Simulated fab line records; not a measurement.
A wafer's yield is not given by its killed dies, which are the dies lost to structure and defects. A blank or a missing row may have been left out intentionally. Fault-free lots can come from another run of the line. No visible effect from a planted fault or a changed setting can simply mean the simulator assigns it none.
fab line records	flow n5_finfet
record: lots: 10	wafers: 27	last_day: 16
route steps=1938 shown BEOL_M5@1135 PASSIVATION@1936
lots that met no fault: from a run of the same line without faults
start_h: hours from the record's opening day to when the first of the lot's shown wafers began	wait_h: hours elapsed since this lot's preceding step	" identical to the entry in the row above	L1.1+2: one row covering several wafers at once	- value missing, or start not given	* or withheld: withheld	< > ~ a bound
route shown NAME@n: a module of which the file shows steps, and the number in the route of the first	usual: mean/standard deviation taken from wafers without a fault	same: alike in all rows	chamber/n: place in a boat	sites: the reading at each site	_std_site: the standard deviation of these	_edge_site: inner sites' mean taken away from outer sites' mean	radius_mm: for every site, how far away it sits from the centre of the wafer	mask NAME#n: copy n	behind: the most recent tool/chamber to have shaped the wafer	hold: what put the lot on hold/how long, in hours/how the hold closed	device: names the non-switching transistor (n, p or np)	end of line: the route-end tests of the same wafers	a step without rows: its recipe alone	killed: dies that structure and defects cost at the first sort, which is not the same as the wafer's yield	map: dies across one wafer; x = killed, . = not, _ = none there
set.NAME: the setting the step ran with; set.NAME@STEP: the setting that earlier step ran with	model.NAME: the simulator's own value behind a step, which no gauge read
one table for each step of the route and one row for each wafer, over a sample of lots
services: a tool's chamber out of use, with start hour (start_h, from the record's first day; less than 0 if before it), hours out, and reason
== steps ==
step: N5_BEOL_M5_STRIP_64
recipe: chemistry: CF4	resist: SiARC	power_w: 300	bias_power_w: 75	pressure_mtorr: 50	cf4_flow_sccm: 150	rf_frequency_hz: 6e+07
usual: drypump_motor_current_A: 5.9/0.55	oes_product_au: 0.78/0.067	rf_vpp_V: 271.1/1.3	showerhead_plenum_p_Torr: 1.79/0.048	throttle_valve_pct: 13.51/0.21
lot.wafer	tool	chamber	start_h	wait_h	drypump_motor_current_A	oes_product_au	rf_hours_counter_h	rf_vpp_V	showerhead_plenum_p_Torr	throttle_valve_pct
L880.2	rie_diel-02	1	183.18	0.0	5.3	0.74	163	270.1	1.79	13.58
L880.4	"	3	"	"	6.0	0.71	-	270.6	1.80	13.99
L880.6	"	2	"	"	6.2	0.87	-	272.1	1.91	13.36
L879.3	rie_diel-02	1	183.41	0.0	5.3	0.74	163	271.8	1.79	13.60
L879.4	"	3	"	"	6.0	0.71	-	270.0	1.80	13.98
L877.1	rie_diel-01	3	191.73	0.0	6.3	0.73	183	271.6	1.78	13.39
L877.3	"	2	"	"	6.8	0.76	129	269.9	1.75	13.36
L877.5	"	3	"	"	6.3	0.74	-	271.9	1.78	13.39
L882.1	rie_diel-04	0	199.27	0.0	6.1	0.73	179	271.9	1.86	13.67
L882.5	"	3	"	"	6.7	0.78	-	270.9	1.75	13.49
L881.4	rie_diel-04	2	202.75	0.0	5.7	0.73	174	269.3	1.73	13.54
L881.5	"	0	"	"	6.1	0.73	-	273.9	1.86	13.71
L881.6	"	1	"	"	5.0	0.85	-	270.4	1.81	13.41
L884.1	rie_diel-01	0	209.09	0.0	5.1	0.85	45	271.0	1.76	13.24
L884.4	"	1	"	"	6.3	0.86	52	272.4	1.81	13.50
L884.5	"	0	"	"	5.1	0.85	-	269.5	1.76	13.23
L891.4	rie_diel-02	0	260.91	0.0	5.6	0.90	22	271.3	1.80	13.34
L891.5	"	2	"	"	6.2	0.83	-	274.4	1.91	13.40
L891.6	"	3	"	"	6.0	0.69	-	270.7	1.80	14.05
L894.2	rie_diel-04	0	270.47	0.0	6.1	0.71	200	272.5	1.85	13.76
L894.5	"	1	"	"	5.0	0.83	-	270.9	1.81	13.45
L894.6	"	2	"	"	5.7	0.72	-	271.3	1.73	13.60
L897.2	rie_diel-01	2	287.30	0.0	6.8	0.74	156	269.7	1.74	13.42
L897.3	"	3	"	"	6.3	0.71	214	272.0	1.77	13.45
L898.2	rie_diel-02	0	302.34	0.0	5.5	0.89	28	273.1	1.80	13.34
L898.4	"	1	"	"	5.4	0.72	195	271.1	1.78	13.64
L898.5	"	0	"	"	5.6	0.89	-	273.5	1.80	13.34
step: N5_BEOL_M5_CD_MEAS_18
recipe: pitch_nm: 56	target_cd_nm: 28
usual: cd_nm: 28.1/0.49
lot.wafer	tool	chamber	start_h	wait_h	cd_nm
L880.2	cd_sem-02	-	183.48	0.1	27.2
L880.4	"	-	"	"	28.2
L880.6	"	-	"	"	28.2
L879.3	cd_sem-02	-	183.63	0.1	29.0
L879.4	"	-	"	"	28.6
L877.1	cd_sem-03	-	192.13	0.0	28.4
L877.3	"	-	"	"	28.3
L877.5	"	-	"	"	28.0
L882.1	cd_sem-03	-	199.50	0.1	28.1
L882.5	"	-	"	"	27.6
L881.4	cd_sem-03	-	203.14	0.1	28.7
L881.5	"	-	"	"	28.1
L881.6	"	-	"	"	28.7
L884.1	cd_sem-01	-	209.31	0.0	27.6
L884.4	"	-	"	"	28.9
L884.5	"	-	"	"	27.7
L891.4	cd_sem-03	-	261.23	0.1	28.8
L891.5	"	-	"	"	28.6
L891.6	"	-	"	"	28.2
L894.2	cd_sem-03	-	270.69	0.1	28.0
L894.5	"	-	"	"	27.7
L894.6	"	-	"	"	28.1
L897.2	cd_sem-02	-	287.64	0.1	28.0
L897.3	"	-	"	"	27.6
L898.2	cd_sem-02	-	302.58	0.1	28.2
L898.4	"	-	"	"	27.5
L898.5	"	-	"	"	28.2
step: N5_BEOL_M5_TRENCH_ETCH_37
recipe: chemistry: C4F6/O2	target_depth_a: 716.52	target: SiCOH_lowk	time_s: 24.7	ion_energy_ev: 250	pressure_mtorr: 30	source_w: 345	bias_w: 185	Ar_flow_sccm: 300	C4F6_flow_sccm: 10	O2_flow_sccm: 10
usual: drypump_motor_current_A: 5.9/0.52	oes_f_703_au: 0.79/0.088	oes_product_au: 0.79/0.081	rf_fwd_power_W: 340.4/1.7	rf_vpp_V: 662/20	showerhead_plenum_p_Torr: 2.85/0.091	throttle_valve_pct: 20.84/0.26
lot.wafer	tool	chamber	start_h	wait_h	drypump_motor_current_A	oes_f_703_au	oes_product_au	rf_fwd_power_W	rf_hours_counter_h	rf_vpp_V	showerhead_plenum_p_Torr	throttle_valve_pct
L880.2	rie_diel-02	1	184.46	-	5.4	0.76	0.75	342.8	163	664	2.84	20.84
L880.4	"	1	"	"	5.4	0.76	0.75	340.3	-	663	2.84	20.84
L880.6	"	2	"	"	6.2	0.90	0.89	340.1	-	651	3.02	20.70
L879.3	rie_diel-02	2	184.85	-	6.2	0.90	0.90	340.9	21	653	3.02	20.71
L879.4	"	1	"	"	5.4	0.76	0.76	343.3	-	663	2.84	20.83
L877.1	rie_diel-02	1	192.83	-	5.3	0.76	0.75	341.5	166	662	2.84	20.85
L877.3	"	0	"	"	5.6	0.98	0.96	340.8	1	630	2.91	20.85
L877.5	"	3	"	"	6.0	0.70	0.70	340.2	-	678	2.82	21.23
L882.1	rie_diel-02	0	201.59	-	5.6	0.97	0.96	340.0	3	629	2.90	20.84
L882.5	"	0	"	"	5.6	0.97	0.95	341.0	-	631	2.90	20.83
L881.4	rie_diel-02	3	204.21	-	6.0	0.49	0.65	259.5	186	782	2.82	21.22
L881.5	"	2	"	"	6.2	0.63	0.83	259.1	-	751	3.01	20.71
L881.6	"	3	"	"	6.0	0.50	0.65	260.6	-	782	2.82	21.22
L884.1	rie_diel-02	2	210.01	-	6.2	0.63	0.83	256.6	28	749	3.01	20.70
L884.4	"	1	"	"	5.3	0.54	0.70	258.4	171	764	2.84	20.83
L884.5	"	1	"	"	5.4	0.54	0.70	257.3	-	763	2.84	20.84
L891.4	rie_diel-04	3	262.15	-	6.7	0.78	0.79	340.3	157	669	2.72	20.64
L891.5	"	1	"	"	5.0	0.90	0.84	341.7	-	652	2.90	20.97
L891.6	"	0	"	"	6.1	0.68	0.71	340.6	-	713	2.94	21.04
L894.2	rie_diel-01	0	272.03	-	5.1	0.83	0.84	338.6	66	673	2.75	20.48
L894.5	"	2	"	"	6.8	0.73	0.76	339.4	-	672	2.72	20.45
L894.6	"	1	"	"	6.4	0.83	0.83	337.1	-	633	2.90	21.22
L897.2	rie_diel-01	3	288.77	-	6.3	0.71	0.71	342.0	215	655	2.80	20.56
L897.3	"	2	"	"	6.8	0.73	0.76	341.3	156	672	2.72	20.46
L898.2	rie_diel-02	0	303.40	-	5.6	0.89	0.88	338.4	29	631	2.89	20.88
L898.4	"	2	"	"	6.2	0.85	0.84	341.1	53	650	3.00	20.76
L898.5	"	3	"	"	6.0	0.68	0.68	341.6	-	679	2.81	21.28
step: N5_BEOL_M5_OCD_MEAS_38
usual: trench_depth_nm: 71.0/2
lot.wafer	tool	chamber	start_h	wait_h	trench_depth_nm
L880.2	ocd-02	-	184.62	-	71.6
L880.4	"	-	"	"	71.9
L880.6	"	-	"	"	72.4
L879.3	ocd-01	-	185.01	-	73.2
L879.4	"	-	"	"	71.6
L877.1	ocd-01	-	192.98	-	71.6
L877.3	"	-	"	"	69.3
L877.5	"	-	"	"	68.8
L882.1	ocd-02	-	201.74	-	69.7
L882.5	"	-	"	"	69.8
L881.4	ocd-01	-	204.37	-	61.9
L881.5	"	-	"	"	65.9
L881.6	"	-	"	"	61.7
L884.1	ocd-01	-	210.16	-	65.4
L884.4	"	-	"	"	64.2
L884.5	"	-	"	"	64.6
L891.4	ocd-02	-	262.31	-	73.8
L891.5	"	-	"	"	73.7
L891.6	"	-	"	"	69.3
L894.2	ocd-02	-	272.19	-	74.2
L894.5	"	-	"	"	73.0
L894.6	"	-	"	"	69.2
L897.2	ocd-01	-	288.93	-	68.8
L897.3	"	-	"	"	72.2
L898.2	ocd-02	-	303.55	-	69.9
L898.4	"	-	"	"	73.6
L898.5	"	-	"	"	68.0
step: N5_BEOL_M5_PRE_CLEAN_45
recipe: gas: H2/He	time_s: 30	temp_c: 250
usual: heater_power_w: 327/31
lot.wafer	tool	chamber	start_h	wait_h	heater_power_w
L880.2	pvd_sputter-01	-	185.56	0.0	343
L880.4	"	-	"	"	329
L880.6	"	-	"	"	334
L879.3	pvd_sputter-01	-	185.64	0.0	337
L879.4	"	-	"	"	340
L877.1	pvd_sputter-01	-	194.47	0.0	366
L877.3	"	-	"	"	267
L877.5	"	-	"	"	335
L882.1	pvd_sputter-02	-	202.88	0.0	301
L882.5	"	-	"	"	366
L881.4	pvd_sputter-02	-	205.15	0.0	313
L881.5	"	-	"	"	341
L881.6	"	-	"	"	313
L884.1	pvd_sputter-02	-	211.26	0.0	297
L884.4	"	-	"	"	360
L884.5	"	-	"	"	299
L891.4	pvd_sputter-02	-	263.44	0.0	343
L891.5	"	-	"	"	303
L891.6	"	-	"	"	371
L894.2	pvd_sputter-03	-	273.26	0.0	265
L894.5	"	-	"	"	267
L894.6	"	-	"	"	333
L897.2	pvd_sputter-01	-	289.66	0.0	343
L897.3	"	-	"	"	351
L898.2	pvd_sputter-03	-	304.11	0.0	265
L898.4	"	-	"	"	357
L898.5	"	-	"	"	343
step: N5_BEOL_M5_THK_MEAS_53
recipe: thk_meas_gauge: xrf	reads: Cu_of_BEOL_M5_ECD_50
usual: M5_THK: 63.1/2.6
lot.wafer	tool	chamber	start_h	wait_h	M5_THK[nm]
L880.2	film_metro-01	-	191.28	-	63.1
L880.4	"	-	"	"	63.2
L880.6	"	-	"	"	67.3
L879.3	film_metro-02	-	191.41	-	64.4
L879.4	"	-	"	"	65.2
L877.1	film_metro-02	-	201.01	-	64.8
L877.3	"	-	"	"	58.4
L877.5	"	-	"	"	57.4
L882.1	film_metro-02	-	208.63	-	62.3
L882.5	"	-	"	"	58.9
L881.4	film_metro-01	-	210.92	-	53.4
L881.5	"	-	"	"	57.0
L881.6	"	-	"	"	52.9
L884.1	film_metro-02	-	218.38	-	57.6
L884.4	"	-	"	"	57.3
L884.5	"	-	"	"	57.0
L891.4	film_metro-01	-	270.15	-	64.4
L891.5	"	-	"	"	64.9
L891.6	"	-	"	"	61.4
L894.2	film_metro-02	-	279.23	-	67.3
L894.5	"	-	"	"	64.6
L894.6	"	-	"	"	59.8
L897.2	film_metro-01	-	296.14	-	60.1
L897.3	"	-	"	"	65.3
L898.2	film_metro-02	-	311.41	-	60.0
L898.4	"	-	"	"	65.4
L898.5	"	-	"	"	60.9
step: N5_BEOL_M5_RS_MEAS_57
recipe: thk_meas_gauge: four-point-probe	reads: Co_of_BEOL_M5_CO_CAP_78+Cu_of_BEOL_M5_ECD_50+Co_of_BEOL_M5_CVD_47+TaN_of_BEOL_M5_ALD_86
usual: M5_RS: 0.389/0.019
lot.wafer	tool	chamber	start_h	wait_h	M5_RS[ohm/sq]
L880.2	film_metro-01	-	191.54	0.1	0.389
L880.4	"	-	"	"	0.387
L880.6	"	-	"	"	0.360
L879.3	film_metro-01	-	191.67	0.1	0.374
L879.4	"	-	"	"	0.368
L877.1	film_metro-01	-	201.27	0.0	0.373
L877.3	"	-	"	"	0.420
L877.5	"	-	"	"	0.430
L882.1	film_metro-02	-	208.90	0.0	0.396
L882.5	"	-	"	"	0.421
L881.4	film_metro-02	-	211.19	0.0	0.476
L881.5	"	-	"	"	0.442
L881.6	"	-	"	"	0.483
L884.1	film_metro-02	-	218.64	0.0	0.436
L884.4	"	-	"	"	0.440
L884.5	"	-	"	"	0.440
L891.4	film_metro-02	-	270.41	0.0	0.381
L891.5	"	-	"	"	0.378
L891.6	"	-	"	"	0.403
L894.2	film_metro-02	-	279.49	0.1	0.359
L894.5	"	-	"	"	0.376
L894.6	"	-	"	"	0.411
L897.2	film_metro-02	-	296.45	0.1	0.415
L897.3	"	-	"	"	0.373
L898.2	film_metro-01	-	311.67	0.1	0.410
L898.4	"	-	"	"	0.369
L898.5	"	-	"	"	0.403
step: N5_PASSIVATION_PROBE_49
usual: defect_limited_yield: 91.3/1.4	killed_at_M0_to_M3: 32/9.5	killed_at_M4_up: 14/5.2	killed_at_contacts: 13/5.7	killed_at_front_end: 41/12	killed_at_other: 3.5/2.6	killed_dies: 103/17	killed_open: 68/14	killed_short: 32/7	sort_bin_4_leakage: 0.01/0.051	sort_bin_5_function: 5.0/0.91	sort_bin_6_memory: 3.3/0.7	sort_bin_8_speed: 0.03/0.22	sort_n_pass: 1076/17	sort_yield_pct: 91.2/1.4
same: gross_dies: 1180	killed_at_back_side: 0
lot.wafer	tool	chamber	start_h	wait_h	defect_limited_yield[%]	killed_at_M0_to_M3	killed_at_M4_up	killed_at_contacts	killed_at_front_end	killed_at_other	killed_dies	killed_open	killed_short	sort_bin_4_leakage[%]	sort_bin_5_function[%]	sort_bin_6_memory[%]	sort_bin_8_speed[%]	sort_n_pass	sort_yield_pct[%]
L880.2	prober-02	-	279.29	0.1	89.4	44	11	7	62	1	125	69	46	0	6.4	3.1	0	1055	89.4
L880.4	prober-02	-	279.39	0.2	91.3	40	9	10	43	1	103	47	53	0	5.9	2.3	0	1077	91.3
L880.6	prober-02	-	279.49	0.3	92.1	32	10	8	42	1	93	60	28	0	4.1	3.6	0	1087	92.1
L879.3	prober-01	-	283.66	0.1	91.3	25	20	17	37	4	103	71	32	0.17	4.8	3.6	0	1075	91.1
L879.4	prober-01	-	283.71	0.2	88.8	43	20	17	45	7	132	90	42	0	6.9	4.0	0	1048	88.8
L877.1	prober-02	-	289.71	0.0	91.3	28	23	18	27	7	103	75	28	0	5.2	3.2	0	1077	91.3
L877.3	prober-02	-	289.81	0.1	91.0	22	17	23	42	2	106	72	32	0	4.7	3.6	0	1074	91.0
L877.5	prober-02	-	289.91	0.2	90.6	24	18	23	43	3	111	82	28	0	4.8	4.3	0	1069	90.6
L882.1	prober-02	-	294.23	0.0	89.7	33	14	14	56	4	121	95	26	0	6.3	3.8	0	1059	89.7
L882.5	prober-02	-	294.43	0.2	91.2	32	13	8	48	3	104	65	35	0	5.3	2.6	0	1076	91.2
L881.4	prober-01	-	301.48	0.2	91.9	33	13	11	35	3	95	65	20	0	4.1	3.1	0	1085	91.9
L881.5	prober-01	-	301.53	0.2	91.6	37	20	14	27	1	99	67	29	0	5.2	2.9	0	1081	91.6
L881.6	prober-01	-	301.58	0.3	93.2	32	6	18	21	3	80	49	27	0	3.6	2.9	0	1100	93.2
L884.1	prober-01	-	304.74	0.0	94.3	22	5	6	29	5	67	41	26	0	3.5	2.0	0	1113	94.3
L884.4	prober-01	-	304.89	0.2	93.0	26	23	10	21	3	83	55	21	0	3.4	3.1	0	1097	93.0
L884.5	prober-01	-	304.94	0.2	92.7	35	16	10	22	3	86	61	23	0	3.8	3.1	0.08	1094	92.7
L891.4	prober-02	-	359.39	0.2	89.2	40	13	21	48	6	128	78	41	0	5.3	4.5	0	1052	89.2
L891.5	prober-02	-	359.44	0.2	88.1	40	11	21	62	7	141	84	54	0	6.2	5.0	0	1039	88.1
L891.6	prober-02	-	359.49	0.3	91.6	18	22	8	47	4	99	60	32	0	4.9	2.5	0	1081	91.6
L894.2	prober-02	-	364.78	0.1	93.0	30	8	7	34	4	83	42	40	0	3.5	3.1	0	1097	93.0
L894.5	prober-02	-	364.93	0.2	92.2	32	10	18	30	2	92	63	29	0	4.2	3.1	0	1088	92.2
L894.6	prober-02	-	364.98	0.3	92.2	35	13	10	29	5	92	54	36	0	5.2	2.2	0	1088	92.2
L897.2	prober-01	-	378.13	0.1	91.7	25	11	4	56	2	98	69	28	0	5.3	2.5	0	1082	91.7
L897.3	prober-01	-	378.18	0.1	89.5	44	17	9	53	1	124	84	39	0	5.3	4.8	0	1056	89.5
L898.2	prober-02	-	390.73	0.1	90.8	34	10	11	46	8	109	73	34	0	5.3	3.8	0	1071	90.8
L898.4	prober-02	-	390.83	0.2	92.2	29	7	18	38	0	92	56	34	0	4.2	3.2	0	1088	92.2
L898.5	prober-02	-	390.88	0.2	89.8	46	11	13	43	7	120	76	41	0	5.5	4.4	0.08	1060	89.8
killed by level:class
L880.2 FIN_SAQP:geometric_particle:open=16 BEOL_M0_SAQP:geometric_particle:open=16 BEOL_M0_SAQP:geometric_particle:short=13 FIN_SAQP:geometric_particle:short=12 HKMG_FIN:area_etch=9 BEOL_M3:geometric_particle:open=7 STARTING-WAFER:geometric_particle:open=6 STI_FIN_REVEAL:geometric_particle:open=5
L880.4 BEOL_M0_SAQP:geometric_particle:open=16 BEOL_M0_SAQP:geometric_particle:short=16 GATE_CUT:geometric_particle:short=12 MOL_CONTACT_COAG:geometric_particle:open=7 FIN_SAQP:geometric_particle:open=6 BEOL_M1:geometric_particle:short=6 GATE_CUT:geometric_particle:open=5 STARTING-WAFER:geometric_particle:short=4
L880.6 BEOL_M0_SAQP:geometric_particle:short=12 BEOL_M3:geometric_particle:open=9 FIN_SAQP:geometric_particle:short=7 FIN_SAQP:geometric_particle:open=7 MOL_CONTACT_COAG:geometric_particle:open=6 DUMMY_GATE:geometric_particle:open=5 BEOL_M0_SAQP:geometric_particle:open=5 BEOL_M4:geometric_particle:open=4
L879.3 BEOL_M4:geometric_particle:open=14 FIN_SAQP:geometric_particle:open=12 MOL_CONTACT_COAG:geometric_particle:open=12 BEOL_M0_SAQP:geometric_particle:short=9 BEOL_M0_SAQP:geometric_particle:open=9 STI_FIN_REVEAL:geometric_particle:open=6 MOL_CONTACT_COAG:geometric_particle:short=5 GATE_CUT:geometric_particle:short=4
L879.4 FIN_SAQP:geometric_particle:open=15 BEOL_M0_SAQP:geometric_particle:open=13 MOL_CONTACT_COAG:geometric_particle:open=12 BEOL_M0_SAQP:geometric_particle:short=12 BEOL_M4:geometric_particle:open=11 STI_FIN_REVEAL:geometric_particle:open=9 GATE_CUT:geometric_particle:short=7 FIN_SAQP:geometric_particle:short=6
L877.1 MOL_CONTACT_COAG:geometric_particle:open=16 BEOL_M0_SAQP:geometric_particle:short=7 BEOL_M4:geometric_particle:open=7 STI_FIN_REVEAL:geometric_particle:open=6 BEOL_M0:geometric_particle:open=5 BEOL_M2:geometric_particle:open=5 BEOL_M5:geometric_particle:open=5 MIM_TOP_ETCH:geometric_particle:open=5
L877.3 MOL_CONTACT_COAG:geometric_particle:open=21 FIN_SAQP:geometric_particle:short=9 STI_FIN_REVEAL:geometric_particle:open=7 DUMMY_GATE:geometric_particle:open=5 GATE_CUT:geometric_particle:short=5 BEOL_M2:geometric_particle:open=5 BEOL_M3:geometric_particle:open=5 BEOL_M4:geometric_particle:open=5
L877.5 MOL_CONTACT_COAG:geometric_particle:open=18 STI_FIN_REVEAL:geometric_particle:open=11 BEOL_M3:geometric_particle:open=10 FIN_SAQP:geometric_particle:open=9 BEOL_M4:geometric_particle:open=8 FIN_SAQP:geometric_particle:short=6 MOL_CONTACT_COAG:geometric_particle:short=5 BEOL_M1:geometric_particle:open=4
L882.1 STI_FIN_REVEAL:geometric_particle:open=22 MOL_CONTACT_COAG:geometric_particle:open=12 BEOL_M1:geometric_particle:open=11 DUMMY_GATE:geometric_particle:open=10 BEOL_M3:geometric_particle:open=7 FIN_SAQP:geometric_particle:short=6 FIN_SAQP:geometric_particle:open=5 BEOL_M2:geometric_particle:open=4
L882.5 STI_FIN_REVEAL:geometric_particle:open=10 BEOL_M0_SAQP:geometric_particle:short=9 FIN_SAQP:geometric_particle:open=8 FIN_SAQP:geometric_particle:short=7 MOL_CONTACT_COAG:geometric_particle:open=7 BEOL_M4:geometric_particle:open=6 STARTING-WAFER:geometric_particle:short=6 BEOL_M1:geometric_particle:open=5
L881.4 STI_FIN_REVEAL:geometric_particle:open=12 MOL_CONTACT_COAG:geometric_particle:open=11 BEOL_M0_SAQP:geometric_particle:open=9 BEOL_M0_SAQP:geometric_particle:short=6 BEOL_M2:geometric_particle:open=6 GATE_CUT:geometric_particle:open=5 BEOL_M1:geometric_particle:open=5 BEOL_M4:geometric_particle:open=5
L881.5 BEOL_M4:geometric_particle:open=14 MOL_CONTACT_COAG:geometric_particle:open=10 STI_FIN_REVEAL:geometric_particle:open=9 BEOL_M2:geometric_particle:open=9 BEOL_M0_SAQP:geometric_particle:short=6 GATE_CUT:geometric_particle:short=5 DUMMY_GATE:geometric_particle:open=5 BEOL_M0_SAQP:geometric_particle:open=5
L881.6 MOL_CONTACT_COAG:geometric_particle:open=14 BEOL_M2:geometric_particle:open=7 STI_FIN_REVEAL:geometric_particle:open=6 BEOL_M0_SAQP:geometric_particle:short=6 MOL_CONTACT_COAG:geometric_particle:short=4 GATE_CUT:geometric_particle:short=4 BEOL_M3:geometric_particle:open=4 BEOL_M1:geometric_particle:open=4
L884.1 FIN_SAQP:geometric_particle:open=10 MOL_CONTACT_COAG:geometric_particle:open=5 BEOL_M2:geometric_particle:short=5 STARTING-WAFER:geometric_particle:open=5 BEOL_M0_SAQP:geometric_particle:short=4 BEOL_M3:geometric_particle:open=4 PASS1_DEP:geometric_particle:short=4 DUMMY_GATE:geometric_particle:open=3
L884.4 BEOL_M4:geometric_particle:open=15 MOL_CONTACT_COAG:geometric_particle:open=8 BEOL_M3:geometric_particle:open=6 HKMG_FIN:area_etch=6 BEOL_M1:geometric_particle:open=5 FIN_SAQP:geometric_particle:short=4 BEOL_M0_SAQP:geometric_particle:open=4 BEOL_M2:geometric_particle:open=4
L884.5 BEOL_M3:geometric_particle:open=12 MOL_CONTACT_COAG:geometric_particle:open=7 BEOL_M2:geometric_particle:open=7 BEOL_M0_SAQP:geometric_particle:open=5 STARTING-WAFER:geometric_particle:open=5 GATE_CUT:geometric_particle:open=4 BEOL_M0_SAQP:geometric_particle:short=4 BEOL_M4:geometric_particle:open=4
L891.4 MOL_CONTACT_COAG:geometric_particle:open=20 BEOL_M0_SAQP:geometric_particle:short=17 FIN_SAQP:geometric_particle:open=9 HKMG_FIN:area_etch=9 GATE_CUT:geometric_particle:open=8 BEOL_M0_SAQP:geometric_particle:open=7 BEOL_M0:geometric_particle:open=7 BEOL_M4:geometric_particle:open=7
L891.5 MOL_CONTACT_COAG:geometric_particle:open=14 FIN_SAQP:geometric_particle:open=13 FIN_SAQP:geometric_particle:short=12 BEOL_M0_SAQP:geometric_particle:short=10 BEOL_M0_SAQP:geometric_particle:open=10 GATE_CUT:geometric_particle:short=8 BEOL_M2:geometric_particle:open=8 MOL_CONTACT_COAG:geometric_particle:short=7
L891.6 BEOL_M4:geometric_particle:open=16 FIN_SAQP:geometric_particle:open=13 HKMG_FIN:area_etch=7 GATE_CUT:geometric_particle:short=6 BEOL_M0_SAQP:geometric_particle:short=6 STI_FIN_REVEAL:geometric_particle:open=5 FIN_SAQP:geometric_particle:short=4 ILD0:geometric_particle:open=4
L894.2 BEOL_M0_SAQP:geometric_particle:short=10 STI_FIN_REVEAL:geometric_particle:open=7 BEOL_M0_SAQP:geometric_particle:open=7 BEOL_M2:geometric_particle:short=6 GATE_CUT:geometric_particle:short=4 STI_FIN_REVEAL:geometric_particle:short=4 MOL_CONTACT_COAG:geometric_particle:open=4 BEOL_M4:geometric_particle:open=4
L894.5 MOL_CONTACT_COAG:geometric_particle:open=15 BEOL_M0_SAQP:geometric_particle:open=13 BEOL_M0_SAQP:geometric_particle:short=8 FIN_SAQP:geometric_particle:short=6 FIN_SAQP:geometric_particle:open=4 STI_FIN_REVEAL:geometric_particle:open=4 BEOL_M1:geometric_particle:open=4 BEOL_M4:geometric_particle:open=4
L894.6 BEOL_M0_SAQP:geometric_particle:open=10 BEOL_M2:geometric_particle:short=8 MOL_CONTACT_COAG:geometric_particle:open=7 BEOL_M4:geometric_particle:open=7 STI_FIN_REVEAL:geometric_particle:open=6 BEOL_M0_SAQP:geometric_particle:short=6 BEOL_M1:geometric_particle:open=6 SPACER0:geometric_particle:short=5
L897.2 STI_FIN_REVEAL:geometric_particle:open=20 BEOL_M3:geometric_particle:open=10 FIN_SAQP:geometric_particle:short=9 BEOL_M4:geometric_particle:open=8 FIN_SAQP:geometric_particle:open=7 BEOL_M1:geometric_particle:open=5 GATE_CUT:geometric_particle:short=4 STARTING-WAFER:geometric_particle:open=4
L897.3 BEOL_M3:geometric_particle:open=24 STI_FIN_REVEAL:geometric_particle:open=16 FIN_SAQP:geometric_particle:short=10 BEOL_M4:geometric_particle:open=8 MOL_CONTACT_COAG:geometric_particle:open=7 BEOL_M1:geometric_particle:open=7 FIN_SAQP:geometric_particle:open=6 BEOL_M3:geometric_particle:short=5
L898.2 MOL_CONTACT_COAG:geometric_particle:open=10 BEOL_M3:geometric_particle:open=10 FIN_SAQP:geometric_particle:short=8 BEOL_M0_SAQP:geometric_particle:open=8 FIN_SAQP:geometric_particle:open=7 STI_FIN_REVEAL:geometric_particle:open=7 BEOL_M1:geometric_particle:open=7 DUMMY_GATE:geometric_particle:open=6
L898.4 MOL_CONTACT_COAG:geometric_particle:open=15 FIN_SAQP:geometric_particle:short=10 BEOL_M3:geometric_particle:open=8 FIN_SAQP:geometric_particle:open=7 BEOL_M0_SAQP:geometric_particle:short=7 STI_FIN_REVEAL:geometric_particle:open=4 BEOL_M0_SAQP:geometric_particle:open=4 BEOL_M1:geometric_particle:open=4
L898.5 BEOL_M2:geometric_particle:open=10 BEOL_M3:geometric_particle:open=10 MOL_CONTACT_COAG:geometric_particle:open=9 GATE_CUT:geometric_particle:short=8 DUMMY_GATE:geometric_particle:short=6 BEOL_M0_SAQP:geometric_particle:open=6 FIN_SAQP:geometric_particle:open=5 DUMMY_GATE:geometric_particle:open=5
== services ==
tool	chamber	start_h	hours	kind
rie_diel-01	3	165.35	3.0	repair
rie_diel-02	0	172.64	-	clean
rie_diel-02	0	172.64	-	consumable_replace:focus_ring
rie_diel-02	0	172.64	14.3	scheduled_down
rie_diel-02	0	172.64	14.3	vent_cycle
rie_diel-01	2	220.07	16.1	repair
rie_diel-02	0	264.59	16.2	repair
rie_diel-02	-	271.50	14.6	pm
pvd_sputter-02	-	303.66	4.3	repair
== key ==
first_sign: step: N5_BEOL_M5_TRENCH_ETCH_37	reading: rf_fwd_power_W	direction: down	sigmas: 48	usual: *	struck: *
effect: step: N5_BEOL_M5_TRENCH_ETCH_37	reading: rf_vpp_V	direction: up	sigmas: 5.1	usual: 662	struck: 765
effect: step: N5_BEOL_M5_OCD_MEAS_38	reading: trench_depth_nm	direction: down	sigmas: 3.5	usual: 71.0	struck: 63.9
effect: step: N5_BEOL_M5_THK_MEAS_53	reading: M5_THK	direction: down	sigmas: 2.8	usual: 63.1	struck: 55.9
effect: step: N5_BEOL_M5_RS_MEAS_57	reading: M5_RS	direction: up	sigmas: 3.3	usual: 0.389	struck: 0.453
met_at N5_BEOL_M5_TRENCH_ETCH_37
struck_lots L881,L884
not_acting_at N5_BEOL_M5_STRIP_64,N5_BEOL_M5_CD_MEAS_18,N5_BEOL_M5_PRE_CLEAN_45
onset_between 201.59 204.21
fault: kind: process_parameter_drift	tool: rie_diel-02	chamber: -	onset_h: 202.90	steps: N5_BEOL_M5_TRENCH_ETCH_37	channel: source_w	offset: -82.8	shape: step	end_h: 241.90	acts_in: these_recipes_only	stated: 345
